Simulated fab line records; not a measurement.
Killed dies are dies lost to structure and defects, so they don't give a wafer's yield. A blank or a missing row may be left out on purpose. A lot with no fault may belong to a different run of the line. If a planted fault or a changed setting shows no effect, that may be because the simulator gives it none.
fab line records ; flow nandHarc
[record] lots = 11; wafers = 33; lastDay = 33
route steps=1302 shown P_CONTACT@247 P_M0@268 END@1302
lots with no fault: from the same line, run without faults
startH: start of the lot's first displayed wafer, in hours after the record's first day ; waitH: hours since the lot's step before ; " repeats the value in the row above ; L1.1+2: a single row standing in for several wafers ; - value missing, or start not given ; * or withheld: withheld ; < > ~ a bound
route shown NAME@n: a module of which the file shows steps, and the number in the route of the first ; usual: mean/standard deviation taken from wafers without a fault ; same: alike in all rows ; chamber/n: place in a boat ; sites: per-site readings ; _std_site: the values' standard deviation ; _edge_site: the outer-site mean with the inner-site mean subtracted ; radiusMm: for every site, how far away it sits from the centre of the wafer ; mask NAME#n: copy n ; behind: the tool/chamber that last shaped the wafer ; hold: why the lot was held/for how many hours/how that ended ; device: the n, p or np transistor that did not switch ; end of line: at the end of the route, the tests of the same wafers ; a step with no rows: only its recipe ; killed: not the wafer's yield, but the dies lost to structure and defects at the first sort ; map: dies across one wafer; x = killed, . = not, _ = none there
set.NAME: the run value of the setting; set.NAME@STEP: its run value at that earlier step ; model.NAME: the simulator's own value behind a step, which no gauge read
route steps across a sampled set of lots; one table per step, one row per wafer
services: when a tool's chamber went out of use (startH, in hours from the record's first day, below 0 if earlier), for how many hours, and the reason
[[steps]]
[step NHARC_P_CONTACT_ALD_22]
[recipe] targetThkA = 30; pulseTimeS = 1; aldCycles = 150; tempC = 450; material = TiN
[usual] heaterPowerW = 1049/69; precursorPulseHeightRel = 1.001/0.02
lot.wafer;tool;chamber;startH;waitH;heaterPowerW;precursorPulseHeightRel
L459.3;aldMetal-03;1;125.47;-;1114;0.999
L459.4;aldMetal-03;3;125.47;-;1028;0.996
L459.6;aldMetal-03;1;125.47;-;1113;1.002
L460.4;aldMetal-04;3;128.31;-;1102;1.019
L460.3;aldMetal-04;0;128.31;-;1152;1.036
L460.5;aldMetal-04;2;128.31;-;884;1.022
L461.2;aldMetal-03;0;139.76;-;959;1.022
L461.4;aldMetal-03;1;139.76;-;1095;1.005
L461.1;aldMetal-03;2;139.76;-;1083;0.965
L465.1;aldMetal-04;3;177.87;-;1102;1.012
L465.4;aldMetal-04;0;177.87;-;1151;1.000
L465.5;aldMetal-04;1;177.87;-;1118;1.030
L466.2;aldMetal-03;0;195.73;-;960;1.030
L466.3;aldMetal-03;1;195.73;-;1101;0.982
L466.6;aldMetal-03;0;195.73;-;1000;1.055
L467.2;aldMetal-04;2;201.62;-;891;1.012
L467.4;aldMetal-04;3;201.62;-;1123;0.992
L467.1;aldMetal-04;1;201.62;-;1107;0.997
L471.3;aldMetal-01;1;240.74;-;1138;0.981
L471.5;aldMetal-01;2;240.74;-;1059;1.010
L471.6;aldMetal-01;3;240.74;-;1023;0.975
L472.2;aldMetal-03;0;244.74;-;997;0.970
L472.1;aldMetal-03;3;244.74;-;1080;1.037
L472.5;aldMetal-03;0;244.74;-;975;0.991
L478.2;aldMetal-03;1;311.57;-;1077;0.981
L478.1;aldMetal-03;2;311.57;-;1009;1.000
L478.6;aldMetal-03;2;311.57;-;991;1.015
L480.2;aldMetal-03;0;332.14;-;959;0.986
L480.3;aldMetal-03;1;332.14;-;1094;1.005
L480.4;aldMetal-03;2;332.14;-;1002;0.979
L482.1;aldMetal-04;1;350.90;-;1126;1.019
L482.5;aldMetal-04;0;350.90;-;1176;1.017
L482.6;aldMetal-04;1;350.90;-;1122;1.008
[step NHARC_P_CONTACT_CVD_23]
[recipe] targetThkA = 2000; tempC = 300; pressureTorr = 40; wf6FlowSccm = 40; h2FlowSccm = 1600; arFlowSccm = 1560; timeS = 557; material = W
[usual] heaterPowerW = 483/9.1; mfcWf6Sccm = 40.01/0.13; throttleValvePct = 8.24/0.26
lot.wafer;tool;chamber;startH;waitH;heaterPowerW;mfcWf6Sccm;throttleValvePct
L459.3;cvdW-01;1;-;-;483;40.13;8.07
L459.4;cvdW-01;0;-;-;478;40.23;7.70
L459.6;cvdW-01;1;-;-;497;40.06;8.09
L460.4;cvdW-02;0;-;-;482;40.19;8.49
L460.3;cvdW-02;1;-;-;493;39.87;7.99
L460.5;cvdW-02;0;-;-;475;40.07;8.28
L461.1;cvdW-01;0;-;-;478;39.82;7.96
L461.2;cvdW-01;1;-;-;491;39.67;8.32
L461.4;cvdW-01;1;-;-;490;39.81;7.89
L465.1;cvdW-01;1;-;-;482;40.00;8.25
L465.4;cvdW-01;1;-;-;477;40.02;7.74
L465.5;cvdW-01;1;-;-;493;40.04;7.92
L466.2;cvdW-02;1;-;-;492;40.12;8.13
L466.3;cvdW-02;0;-;-;484;40.06;8.60
L466.6;cvdW-02;1;-;-;490;39.99;8.46
L467.1;cvdW-02;1;-;-;490;39.78;8.25
L467.2;cvdW-02;0;-;-;483;39.78;8.45
L467.4;cvdW-02;0;-;-;471;40.08;8.62
L471.3;cvdW-01;1;-;-;491;39.74;7.88
L471.5;cvdW-01;1;-;-;479;39.69;7.74
L471.6;cvdW-01;0;-;-;467;40.01;8.09
L472.1;cvdW-02;0;-;-;481;39.96;8.72
L472.2;cvdW-02;1;-;-;508;39.98;8.57
L472.5;cvdW-02;1;-;-;485;40.04;8.16
L478.1;cvdW-02;0;-;-;475;40.20;8.34
L478.2;cvdW-02;1;-;-;489;39.95;8.51
L478.6;cvdW-02;1;-;-;489;39.81;8.28
L480.2;cvdW-02;0;-;-;484;40.08;8.48
L480.3;cvdW-02;0;-;-;479;39.91;8.16
L480.4;cvdW-02;1;-;-;493;40.14;8.43
L482.1;cvdW-02;0;-;-;479;39.85;8.53
L482.6;cvdW-02;1;-;-;487;39.86;8.38
L482.5;cvdW-02;0;-;-;479;40.00;8.26
[step NHARC_P_M0_ETCH_15]
[recipe] targetDepthA = 1500; overetchA = 150; timeS = 82.5; c4f8FlowSccm = withheld; arFlowSccm = 400; rfW = 600; biasW = 300; chemistry = C4F8/Ar
[usual] biasW = 300.1/0.84; oesProductAu = 0.958/0.02; rfVppV = 440.6/2.3
lot.wafer;tool;chamber;startH;waitH;biasW;oesProductAu;rfHoursCounterH;rfVppV
L459.3;rieDiel-04;2;-;-;299.0;0.975;40;436.6
L459.4;rieDiel-04;3;-;-;302.5;0.959;31;442.1
L459.6;rieDiel-04;3;-;-;300.1;0.962;-;441.7
L460.3;rieDiel-10;0;-;-;300.5;0.967;11;444.2
L460.4;rieDiel-10;3;-;-;300.1;0.982;11;440.5
L460.5;rieDiel-10;1;-;-;299.6;0.950;-;437.2
L461.1;rieDiel-10;1;-;-;299.7;0.977;13;436.3
L461.4;rieDiel-10;2;-;-;299.9;0.976;5;442.2
L461.2;rieDiel-10;0;-;-;300.9;0.953;13;444.6
L465.4;rieDiel-05;1;-;-;300.2;0.965;42;442.5
L465.1;rieDiel-05;2;-;-;300.7;0.963;45;441.2
L465.5;rieDiel-05;0;-;-;300.1;0.983;-;442.0
L466.3;rieDiel-10;2;-;-;299.9;0.929;13;442.6
L466.2;rieDiel-10;0;-;-;300.1;0.924;19;444.5
L466.6;rieDiel-10;3;-;-;299.4;0.923;-;442.3
L467.1;rieDiel-10;1;-;-;300.2;0.964;21;437.9
L467.4;rieDiel-10;2;-;-;298.8;0.991;14;442.4
L467.2;rieDiel-10;0;-;-;299.9;0.961;20;446.1
L471.3;rieDiel-04;0;-;-;300.7;0.971;16;439.9
L471.6;rieDiel-04;3;-;-;299.0;0.964;-;441.7
L471.5;rieDiel-04;0;-;-;299.5;0.958;-;439.2
L472.2;rieDiel-04;0;-;-;299.9;0.946;17;438.7
L472.1;rieDiel-04;1;-;-;299.0;0.978;17;442.3
L472.5;rieDiel-04;3;-;-;299.2;0.961;-;443.5
L478.2;rieDiel-05;3;-;-;301.6;0.938;24;439.0
L478.1;rieDiel-05;1;-;-;300.4;0.962;24;441.9
L478.6;rieDiel-05;3;-;-;300.3;0.932;-;439.2
L480.2;rieDiel-10;2;-;-;300.0;0.944;16;442.2
L480.4;rieDiel-10;3;-;-;299.5;0.970;18;440.6
L480.3;rieDiel-10;1;-;-;299.2;0.932;17;437.2
L482.1;rieDiel-10;1;-;-;301.7;0.949;19;436.2
L482.5;rieDiel-10;1;-;-;300.3;0.950;-;437.4
L482.6;rieDiel-10;2;-;-;300.8;0.967;-;440.4
[step NHARC_P_M0_ECD_22]
[recipe] targetThkA = 4000; bathTempC = 25; material = Cu
lot.wafer;tool;chamber;startH;waitH
L459.4+3+6;ecdCu-01;1,0,1;129.14;-
L460.4+3+5;ecdCu-01;0,1,1;132.00;-
L461.2+1+4;ecdCu-01;0,1,0;143.37;-
L465.1+4+5;ecdCu-01;0;181.34;-
L466.2+3+6;ecdCu-01;0,0,1;199.27;-
L467.1+2+4;ecdCu-02;1,0,1;205.22;-
L471.3+5+6;ecdCu-01;1,0,1;245.12;-
L472.2+1+5;ecdCu-01;0,1,0;248.38;-
L478.1+2+6;ecdCu-02;0,1,1;315.18;-
L480.2+4+3;ecdCu-02;0,0,1;335.94;-
L482.1+5+6;ecdCu-01;0,0,1;354.52;-
[step NHARC_P_M0_CMP_23]
[recipe] tOverpolishS = 20; targetThkNm = 117.54
[usual] motorCurrentA = 11.4/1.2; retainingRingPressureFrac = 1.000/0.0049; timeToEndpointS = 28.8/2.1
lot.wafer;tool;chamber;startH;waitH;motorCurrentA;retainingRingPressureFrac;timeToEndpointS
L459.3;cmp-04;2;129.78;-;11.1;1.004;28.3
L459.4;cmp-04;0;129.78;-;14.0;1.007;26.0
L459.6;cmp-04;2;129.78;-;10.5;1.006;27.1
L460.4;cmp-03;0;132.66;-;12.1;0.996;26.9
L460.3;cmp-03;2;132.66;-;12.3;1.009;27.5
L460.5;cmp-03;0;132.66;-;11.2;1.004;28.8
L461.1;cmp-02;3;144.08;-;12.1;0.994;24.2
L461.4;cmp-02;0;144.08;-;10.3;1.001;27.5
L461.2;cmp-02;2;144.08;-;13.1;0.990;27.2
L465.4;cmp-03;2;182.09;-;12.0;1.006;31.9
L465.1;cmp-03;1;182.09;-;10.1;0.994;33.6
L465.5;cmp-03;3;182.09;-;11.1;1.007;34.2
L466.3;cmp-04;1;199.93;-;9.3;0.992;28.5
L466.2;cmp-04;3;199.93;-;11.2;1.011;30.9
L466.6;cmp-04;2;199.93;-;11.2;0.996;27.7
L467.1;cmp-03;1;205.94;-;10.4;1.000;24.3
L467.4;cmp-03;3;205.94;-;10.5;1.006;27.0
L467.2;cmp-03;0;205.94;-;11.7;1.004;26.1
L471.3;cmp-03;2;245.70;-;12.9;1.001;30.0
L471.6;cmp-03;2;245.70;-;12.7;1.000;29.5
L471.5;cmp-03;3;245.70;-;11.6;0.999;19.4
L472.1;cmp-02;0;249.12;-;10.4;1.001;31.9
L472.2;cmp-02;2;249.12;-;12.9;1.003;22.9
L472.5;cmp-02;3;249.12;-;12.8;0.996;20.4
L478.2;cmp-03;3;315.93;-;10.9;1.006;33.7
L478.1;cmp-03;0;315.93;-;11.3;0.997;29.2
L478.6;cmp-03;2;315.93;-;12.8;0.994;30.7
L480.2;cmp-04;3;336.66;-;11.2;0.996;30.1
L480.3;cmp-04;0;336.66;-;14.1;1.001;31.0
L480.4;cmp-04;1;336.66;-;9.0;0.989;30.5
L482.1;cmp-02;0;355.24;-;10.6;1.002;30.5
L482.6;cmp-02;0;355.24;-;10.6;1.002;27.6
L482.5;cmp-02;1;355.24;-;11.2;1.010;29.5
[step NHARC_END_SORT_01]
[recipe] tempC = 25
[usual] defectLimitedYield = 91.4/2.6; killedAtArray = 53/18; killedAtOther = 0.9/1.3; killedAtPeriphery = 4/3.1; killedDies = 58/18; killedOpen = 3.4/2; killedShort = 2.5/1.8; sort_bin_2_pct = 3.1/1.2; sort_bin_3_pct = 0.7/0.38; sort_bin_4_pct = 4.8/1.5; sortNPass = 619/18; sortRimYieldPct = 90/4.6; sortYieldPct = 91.4/2.6
[same] grossDies = 677; sort_bin_5_pct[%] = 0; sort_bin_6_pct[%] = 0; sort_bin_7_pct[%] = 0; sort_bin_8_pct[%] = 0; sortRimNGross = 106.00
lot.wafer;tool;chamber;startH;waitH;defectLimitedYield[%];killedAtArray;killedAtOther;killedAtPeriphery;killedDies;killedOpen;killedShort;sort_bin_2_pct[%];sort_bin_3_pct[%];sort_bin_4_pct[%];sortNPass;sortRimYieldPct[%];sortYieldPct[%]
L459.3;prober-02;0;576.28;3.1;90.5;58;3;3;64;6;6;3.1;1.3;5.0;613;85;90.5
L459.4;prober-02;0;577.09;3.4;89.8;65;4;0;69;5;8;3.7;1.0;5.5;608;83;89.8
L459.6;prober-02;0;578.71;4.0;91.0;55;2;4;61;2;4;2.8;0.6;5.6;616;87;91.0
L466.2;prober-02;0;647.44;2.8;94.5;26;4;7;37;1;5;1.6;1.2;2.7;640;92;94.5
L466.3;prober-02;0;648.24;3.1;93.2;40;2;4;46;5;4;1.5;0.4;4.9;631;91;93.2
L466.6;prober-02;0;650.65;4.0;94.2;31;4;4;39;2;1;1.0;0.4;4.3;638;91;94.2
// killed by level:class
L459.3 A_CHANNEL_HOLE_D1:chamberFilmFlake=18 A_SLIT:chamberFilmFlake=15 A_CHANNEL_HOLE_D2:chamberFilmFlake=8 A_STAIRCASE:chamberFilmFlake=3 THIN_TSV:chamberFilmFlake=3 A_ONON_D1:geometricParticle:short=2 A_CHANNEL_HOLE_D1:geometricParticle:open=2 P_GATE:chamberFilmFlake=2
L459.4 A_CHANNEL_HOLE_D1:chamberFilmFlake=21 A_SLIT:chamberFilmFlake=17 A_CHANNEL_HOLE_D2:chamberFilmFlake=6 A_CHANNEL_FILL_D2:geometricParticle:short=5 A_STAIRCASE:chamberFilmFlake=4 THIN_TSV:chamberFilmFlake=4 A_BLC:chamberFilmFlake=3 A_DECK1_JOINT:geometricParticle:short=2
L459.6 A_CHANNEL_HOLE_D1:chamberFilmFlake=23 A_SLIT:chamberFilmFlake=23 A_CHANNEL_HOLE_D2:chamberFilmFlake=3 A_ONON_D1:geometricParticle:short=2 THIN_TSV:chamberFilmFlake=2 P_CONTACT:geometricParticle:open=1 P_M0:geometricParticle:short=1 A_ONON_D2:geometricParticle:short=1
L466.2 A_CHANNEL_HOLE_D2:chamberFilmFlake=14 A_CONTACT:chamberFilmFlake=4 THIN_TSV:chamberFilmFlake=4 A_CHANNEL_HOLE_D1:chamberFilmFlake=3 A_CHANNEL_FILL_D2:geometricParticle:short=2 P_ZERO_WELL:chamberFilmFlake=2 P_STI:geometricParticle:short=1 P_M0:geometricParticle:short=1
L466.3 A_CHANNEL_HOLE_D2:chamberFilmFlake=20 A_CHANNEL_HOLE_D1:chamberFilmFlake=4 A_ONON_D1:geometricParticle:short=3 P_BONDPAD:chamberFilmFlake=3 A_ONON_D1:geometricParticle:open=2 A_CHANNEL_FILL_D2:geometricParticle:open=2 A_SGD_CUT:chamberFilmFlake=2 A_SLIT:chamberFilmFlake=2
L466.6 A_CHANNEL_HOLE_D2:chamberFilmFlake=18 A_CHANNEL_HOLE_D1:chamberFilmFlake=5 THIN_TSV:chamberFilmFlake=4 P_GATE:chamberFilmFlake=2 P_BONDPAD:chamberFilmFlake=2 A_DECK1_JOINT:chamberFilmFlake=2 A_SLIT:chamberFilmFlake=2 A_ONON_D1:geometricParticle:open=1
[[services]]
tool;chamber;startH;hours;kind
aldMetal-04;-;118.00;10.0;pm
rieDiel-10;1;132.59;3.7;repair
cvdW-01;-;145.01;29.3;repair
rieDiel-10;3;158.15;16.1;repair
ecdCu-01;-;160.15;8.0;pm
cmp-03;-;163.02;4.0;pm
rieDiel-10;0;171.06;4.9;repair
cvdW-02;1;179.15;14.2;repair
cvdW-01;-;185.36;13.0;pm
aldMetal-03;-;212.00;10.0;pm
cvdW-01;-;221.15;1.1;repair
rieDiel-10;0;233.52;8.6;repair
ecdCu-01;-;236.70;1.4;repair
rieDiel-10;-;242.50;9.0;pm
cmp-03;-;261.02;4.0;pm
cvdW-01;-;263.50;1.0;repair
cvdW-02;-;269.16;13.0;pm
aldMetal-04;3;280.72;11.8;repair
aldMetal-03;3;288.24;12.8;repair
rieDiel-10;3;290.69;6.7;repair
cvdW-02;-;303.06;0.3;repair
rieDiel-10;2;322.05;2.7;repair
ecdCu-01;-;336.15;8.0;pm
cmp-03;-;355.13;1.5;repair
[[key]]
[firstSign] step = NHARC_P_M0_CMP_23; reading = timeToEndpointS; direction = down; sigmas = 3.7; usual = *; struck = *
effect none on later readings
metAt NHARC_P_M0_ECD_22
struckLots L471,L472
struckWafers L471.5,L472.2,L472.5
notActingAt NHARC_P_CONTACT_ALD_22,NHARC_P_CONTACT_CVD_23,NHARC_P_M0_ETCH_15
onsetBetween 199.27 245.12
[fault] kind = processParameterDrift; tool = ecdCu-01; chamber = 0; onsetH = 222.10; steps = NHARC_P_M0_ECD_22; channel = targetThkA; offset = *; shape = step; endH = 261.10; actsIn = *; stated = *
